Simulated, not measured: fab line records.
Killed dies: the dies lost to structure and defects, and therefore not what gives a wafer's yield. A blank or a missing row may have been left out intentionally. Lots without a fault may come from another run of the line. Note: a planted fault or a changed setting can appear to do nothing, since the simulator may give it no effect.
Matching of chambers	flow n5-finfet	4 sister chambers for N5_MIM_BOT_ETCH_ETCH_04 on rie-diel-02
The step etches SiNx in CF4/O2, target depth 26 nm, time 13 s. 22 wafers are shown with their chamber, then 11 later ones without.

## EACH WAFER AND ITS CHAMBER
wafer	chamber	showerhead-plenum-p-Torr (Torr)	drypump-motor-current-A (A)	rf-vpp-V (V)
L074.4	1	2.12	5.7	242
L074.5	1	2.12	5.7	241
L074.6	0	2.19	5.3	236
L079.1	3	2.26	5.7	240
L079.2	2	2.34	5.9	235
L079.6	1	2.11	5.6	240
L078.2	2	2.34	5.9	235
L078.4	3	2.26	5.6	241
L078.5	0	2.19	5.3	237
L080.1	1	2.11	5.7	241
L080.3	2	2.34	5.9	235
L080.6	3	2.26	5.7	241
L082.2	3	2.26	5.7	241
L082.3	0	2.19	5.3	237
L082.5	3	2.26	5.6	241
L086.3	1	2.11	5.6	239
L086.4	2	2.33	5.9	236
L086.5	3	2.26	5.7	240
L087.3	1	2.11	5.6	241
L087.5	3	2.26	5.6	240
L087.6	0	2.19	5.3	237
L090.2	1	2.11	5.7	240

SIGNATURES, as means of the wafers listed above
reading	chamber 0	chamber 1	chamber 2	chamber 3	scatter within a chamber
showerhead-plenum-p-Torr	2.1900	2.1129	2.3375	2.2600	0.00348
drypump-motor-current-A	5.300	5.657	5.900	5.657	0.0436
rf-vpp-V	236.75	240.57	235.25	240.57	0.704
Rule: a wafer's distance from a chamber is the root of the sum, over the readings, of the square of ((its reading less the chamber's mean) divided by the reading's scatter). The wafer belongs to the nearest chamber; if the next one is less than 2 further off, it can't be placed. The scatter: the root of (the sum of the squares of (reading less its chamber's mean) over the shown wafers, divided by (wafers less chambers)).

## WAFERS WITH NO CHAMBER GIVEN
wafer	showerhead-plenum-p-Torr (Torr)	drypump-motor-current-A (A)	rf-vpp-V (V)
L090.3	2.19	5.3	235
L090.4	2.33	5.9	235
L092.2	2.25	5.6	239
L092.5	2.11	5.6	241
L092.6	2.33	5.9	235
L095.2	2.25	5.6	242
L095.3	2.33	5.9	236
L095.5	2.32	5.9	237
L094.1	2.33	5.9	235
L094.5	2.32	5.9	236
L094.6	2.25	5.6	241

## THE CHAMBER EACH PASSED THROUGH
wafer	from the rows above	in truth
L090.3	0	0
L090.4	2	2
L092.2	3	3
L092.5	1	1
L092.6	2	2
L095.2	3	3
L095.3	2	2
L095.5	2	2
L094.1	2	2
L094.5	2	2
L094.6	3	3
Correct placement for 11 of the 11. Left unplaced by these rows: 0. Placed wrongly: 0.
